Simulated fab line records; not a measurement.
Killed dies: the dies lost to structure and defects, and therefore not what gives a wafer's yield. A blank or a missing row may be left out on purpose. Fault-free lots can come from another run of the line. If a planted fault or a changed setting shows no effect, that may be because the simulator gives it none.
Check of tool commonality | flow nand-harc | Lots sampled 14, wafers sampled 42

## REASON IT WAS OPENED
Flagged at NHARC_A_ONON_D1_THK_MEAS_24: reading thk-nm, on 2 of 14 lots. Fault-free wafers read 1002 nm, with a standard deviation of 9.
Rule: a lot is flagged in two cases, either no wafer of it has a number, or all its wafers with numbers fall more than 4 standard deviations from that mean. The other lots count as sound.

lot  | measured     | on            | thk-nm (nm), wafer by wafer | flag
L210 | day 7 22:16  | film-metro-01 | 995 995 993                 |
L212 | day 8 13:25  | film-metro-01 | 1001 1003 1000              |
L213 | day 8 23:44  | film-metro-02 | 997 999 997                 |
L214 | day 9 11:20  | film-metro-02 | 1001 1001 1001              |
L215 | day 9 11:32  | film-metro-01 | 987 988 987                 |
L218 | day 9 19:53  | film-metro-02 | 990 987 988                 |
L221 | day 11 10:33 | film-metro-02 | 990 990 990                 |
L224 | day 11 20:20 | film-metro-01 | 686 687 686                 | FLAGGED
L227 | day 12 12:52 | film-metro-02 | 676 675 675                 | FLAGGED
L228 | day 12 12:55 | film-metro-02 | 997 997 998                 |
L229 | day 13 12:22 | film-metro-02 | 1004 1005 1003              |
L231 | day 13 12:31 | film-metro-01 | 1012 1013 1015              |
L230 | day 13 12:43 | film-metro-02 | 1005 1005 1006              |
L232 | day 14 09:55 | film-metro-02 | 1015 1016 1013              |
The numbers of the flagged lots are 681 nm on average: -321 nm against the usual, or -36 standard deviations.

## WHICH TOOL EACH LOT WENT THROUGH
The record holds 1 process step before the reading, out of a route of 1159 steps. Cell contents, in order: the tool; ch with the chambers the sampled wafers went through; the start.
lot  | flag    | NHARC_A_ONON_D1_DEP_22
L210 |         | pecvd-onon-01 ch 0, day 7 21:49
L212 |         | pecvd-onon-02 ch 0, day 8 12:55
L213 |         | pecvd-onon-03 ch 0, day 8 23:14
L214 |         | pecvd-onon-03 ch 0, day 9 10:59
L215 |         | pecvd-onon-02 ch 0, day 9 11:08
L218 |         | pecvd-onon-02 ch 0, day 9 19:23
L221 |         | pecvd-onon-02 ch 0, day 11 10:02
L224 | FLAGGED | pecvd-onon-02 ch 0, day 11 19:50
L227 | FLAGGED | pecvd-onon-02 ch 0, day 12 12:22
L228 |         | pecvd-onon-03 ch 0, day 12 12:32
L229 |         | pecvd-onon-01 ch 0, day 13 11:55
L231 |         | pecvd-onon-03 ch 0, day 13 12:00
L230 |         | pecvd-onon-01 ch 0, day 13 12:16
L232 |         | pecvd-onon-01 ch 0, day 14 09:31
What is done by these steps:
- NHARC_A_ONON_D1_DEP_22: target thk 1000 nm.
- NHARC_A_ONON_D1_THK_MEAS_24: measures by ellipsometry.

## FLAGGED OVER TOTAL, TOOL BY TOOL (the gauges that took the reading come last)
step                        | tool          | lots run | flagged | share of the flagged lots | sound lots run after its first flagged lot
NHARC_A_ONON_D1_DEP_22      | pecvd-onon-01 | 4        | 0       | none                      | -
NHARC_A_ONON_D1_DEP_22      | pecvd-onon-02 | 6        | 2       | all                       | 0
NHARC_A_ONON_D1_DEP_22      | pecvd-onon-03 | 4        | 0       | none                      | -
NHARC_A_ONON_D1_THK_MEAS_24 | film-metro-01 | 5        | 1       | some                      | 1 (L231)
NHARC_A_ONON_D1_THK_MEAS_24 | film-metro-02 | 9        | 1       | some                      | 4 (L228,L229,L230,L232)

## WHAT IS ALLOWED BY THE TABLE
All flagged lots share 1 row of the table, namely pecvd-onon-02 at NHARC_A_ONON_D1_DEP_22.
- pecvd-onon-02 at NHARC_A_ONON_D1_DEP_22 ran 6 lots, 2 of them flagged. A fault beginning between L221 (day 11 10:02), its last sound lot, and L224 (day 11 19:50), its first flagged one, fits the data.
One tool is left: pecvd-onon-02 at NHARC_A_ONON_D1_DEP_22.

## WHAT THE SIMULATOR HAD PUT IN
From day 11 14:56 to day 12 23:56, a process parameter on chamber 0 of pecvd-onon-02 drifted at NHARC_A_ONON_D1_DEP_22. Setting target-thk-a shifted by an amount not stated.
Shown lots that were struck: L224, L227. The rule above found the same.
